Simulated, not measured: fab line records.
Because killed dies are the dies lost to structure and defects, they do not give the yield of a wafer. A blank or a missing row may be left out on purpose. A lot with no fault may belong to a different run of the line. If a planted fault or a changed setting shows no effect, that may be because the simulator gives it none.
One fault seen from 2 desks / flow n5 finfet / what lay behind the numbers comes last; until then each desk has only its own

## AT THE METROLOGY DESK
Means of the sampled wafers that have a number, per lot and without regard to the tool the lot ran on: this is what the gauges read. Marked OUT: a lot whose mean sits more than 4 standard deviations from the usual mean, which makes it out of limits; the brackets give that distance. Only the readings that lie furthest out on some lot appear, 7 of the 11 it has.
Columns: A = DIBL_N at N5_BEOL_M4_RC_MEAS_101, usual 35.9 mV/V; B = IOFF_N at N5_BEOL_M4_RC_MEAS_101, usual 0.152 nA/um; C = IOFF_P at N5_BEOL_M4_RC_MEAS_101, usual 0.204 nA/um; D = ION_P at N5_BEOL_M4_RC_MEAS_101, usual 462 uA/um; E = SS_P at N5_BEOL_M4_RC_MEAS_101, usual 73.2 mV/dec; F = VT_N at N5_BEOL_M4_RC_MEAS_101, usual 250.3 mV; G = VT_P at N5_BEOL_M4_RC_MEAS_101, usual -250.6 mV
lot=L667; first seen here=day 2 20:57; A=35.9; B=0.160; C=0.192; D=458; E=73.5; F=250.0; G=-253.1
lot=L669; first seen here=day 3 08:46; A=36.4; B=0.152; C=0.203; D=462; E=73.7; F=249.1; G=-251.3
lot=L670; first seen here=day 3 15:10; A=36.6; B=0.151; C=0.220; D=458; E=73.4; F=251.4; G=-250.0
lot=L680; first seen here=day 6 02:40; A=35.4; B=0.144; C=0.195; D=463; E=73.1; F=251.3; G=-250.1
lot=L681; first seen here=day 6 09:55; A=36.4; B=0.142; C=0.175; D=456; E=73.1; F=250.4; G=-253.4
lot=L682; first seen here=day 6 14:29; A=34.7; B=0.148; C=0.203; D=468; E=73.3; F=251.6; G=-251.3
lot=L685; first seen here=day 7 07:57; A=35.1; B=0.133; C=0.171; D=455; E=73.3; F=253.8; G=-255.0
lot=L686; first seen here=day 7 14:06; A=39.0; B=0.194; C=0.253; D=461; E=74.3; F=248.7; G=-248.9
lot=L687; first seen here=day 7 20:50; A=35.5; B=0.137; C=0.225; D=471; E=73.0; F=251.2; G=-246.5
This desk's finding: nothing out of limits on any of the 9 lots.

## AT THE TOOL OWNER'S DESK: litho track-05
The tool's own readings at N5_FIN_CUT_COAT_02 (resist thk 30 nm): means of the sampled wafers that have a number, for each lot that ran on this tool. Marked OUT: a lot whose mean sits more than 4 standard deviations from the usual mean, which makes it out of limits; the brackets give that distance.
Columns: A = spin speed rpm at N5_FIN_CUT_COAT_02, usual 1500.1 rpm
lot=L667; first seen here=day 2 20:33; A=1501.4
lot=L669; first seen here=day 3 08:30; A=1358.7 (-99 or more) OUT
lot=L670; first seen here=day 3 14:46; A=1358.7 (-99 or more) OUT
lot=L681; first seen here=day 6 09:40; A=1497.7
lot=L685; first seen here=day 7 07:41; A=1501.0
This desk's verdict: out of limits on L669, L670, starting with L669 at day 3 08:30 (spin speed rpm at N5_FIN_CUT_COAT_02). L667, L681, L685 stayed within limits.

## BROUGHT TOGETHER
The tool owner's desk could have raised an alarm at day 3 08:30, on L669, L670.
From the metrology desk's view, nothing was out of limits.
The metrology desk holds a record of L669, L670, inside its limits.
Of the lots named, all ran N5_FIN_CUT_COAT_02 on litho track-05.

## WHAT WAS PUT IN BY THE SIMULATOR
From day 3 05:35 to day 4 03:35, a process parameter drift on litho track-05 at N5_FIN_CUT_COAT_02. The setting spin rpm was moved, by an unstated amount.
Struck lots among those shown: L669, L670.
How many hours passed from the start of the fault until each desk's first out-of-limits reading: the tool owner's desk, 3.
